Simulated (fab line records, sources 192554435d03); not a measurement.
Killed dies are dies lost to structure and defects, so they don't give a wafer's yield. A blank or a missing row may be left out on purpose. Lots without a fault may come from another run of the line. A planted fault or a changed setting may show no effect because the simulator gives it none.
One fault seen from 3 desks | flow n5_finfet | each desk has only its own numbers; what lay behind them comes last

THE TOOL OWNER'S DESK: litho_track-05
The tool's own readings at N5_BEOL_M11_COAT_05 (resist thk 90 nm): means of the sampled wafers that have a number, for each lot that ran on this tool. A lot is out of limits, marked OUT, if its mean lies more than 4 standard deviations from the usual mean; the brackets give that distance.
Columns: A = resist_line_temp_C at N5_BEOL_M11_COAT_05, usual 22.97 C; B = spin_speed_rpm at N5_BEOL_M11_COAT_05, usual 1500.0 rpm
lot  | first seen here | A     | B
L122 | day 13 11:31    | 23.07 | 1499.3
L124 | day 14 09:16    | 22.91 | 1964.6 (+99 or more) OUT
L125 | day 14 17:49    | 23.05 | 1964.0 (+99 or more) OUT
This desk's finding: out of limits on L124, L125; first on L124, day 14 09:16 (spin_speed_rpm at N5_BEOL_M11_COAT_05). In limits: L122.

THE DEFECT DESK
What the inspections along the route counted, lot by lot: means of the sampled wafers that have a number. A lot is out of limits, marked OUT, if its mean lies more than 4 standard deviations from the usual mean; the brackets give that distance.
Columns: A = raw_defect_count at N5_BEOL_M10_INSPECT_58, usual 76; B = raw_defect_count at N5_BEOL_M11_INSPECT_13, usual 441
lot  | first seen here | A  | B
L119 | day 11 10:31    | 92 | 448
L122 | day 13 09:57    | 71 | 314
L124 | day 14 08:06    | 51 | 468
L125 | day 14 15:53    | 59 | 460
L127 | day 15 09:05    | 62 | 382
L137 | day 17 20:55    | 58 | 244
This desk's finding: nothing out of limits on any of the 6 lots.

THE METROLOGY DESK
What the gauges read, lot by lot, whatever tool the lot ran on: means of the sampled wafers that have a number. A lot is out of limits, marked OUT, if its mean lies more than 4 standard deviations from the usual mean; the brackets give that distance.
Columns: A = M10_THK at N5_BEOL_M10_THK_MEAS_53, usual 142 nm; B = M10_RS at N5_BEOL_M10_RS_MEAS_57, usual 0.152 ohm/sq; C = M11_ILD_THK at N5_BEOL_M11_THK_MEAS_01, usual 266 nm; D = cd_nm at N5_BEOL_M11_CD_MEAS_11, usual 64.0 nm; E = M11_OVL at N5_BEOL_M11_OVL_MEAS_12, usual -0.5 nm
lot  | first seen here | A   | B     | C   | D    | E
L119 | day 11 10:22    | 142 | 0.153 | 267 | 64.4 | -0.1
L122 | day 13 09:46    | 138 | 0.156 | 265 | 64.8 | -0.4
L124 | day 14 07:56    | 143 | 0.152 | 266 | 64.5 | -0.9
L125 | day 14 15:43    | 145 | 0.150 | 267 | 65.0 | 0.1
L127 | day 15 08:55    | 138 | 0.154 | 265 | 63.4 | -1.4
L137 | day 17 20:45    | 142 | 0.150 | 262 | 63.9 | 0.4
This desk's finding: nothing out of limits on any of the 6 lots.

PUT TOGETHER
The tool owner's desk could have raised an alarm at day 14 09:16, on L124, L125.
The defect desk saw nothing out of limits.
The metrology desk saw nothing out of limits.
The defect desk has L124, L125 on record, within its limits.
The metrology desk has L124, L125 on record, within its limits.
Of the lots named, all ran N5_BEOL_M11_COAT_05 on litho_track-05.

WHAT THE SIMULATOR HAD PUT IN
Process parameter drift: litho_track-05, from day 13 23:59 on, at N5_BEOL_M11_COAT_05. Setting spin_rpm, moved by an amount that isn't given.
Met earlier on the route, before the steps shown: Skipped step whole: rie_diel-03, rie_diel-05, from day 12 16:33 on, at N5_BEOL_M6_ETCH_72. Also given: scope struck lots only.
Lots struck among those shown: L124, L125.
Hours from the fault's start to each desk's first reading out of limits: the tool owner's desk, 9.
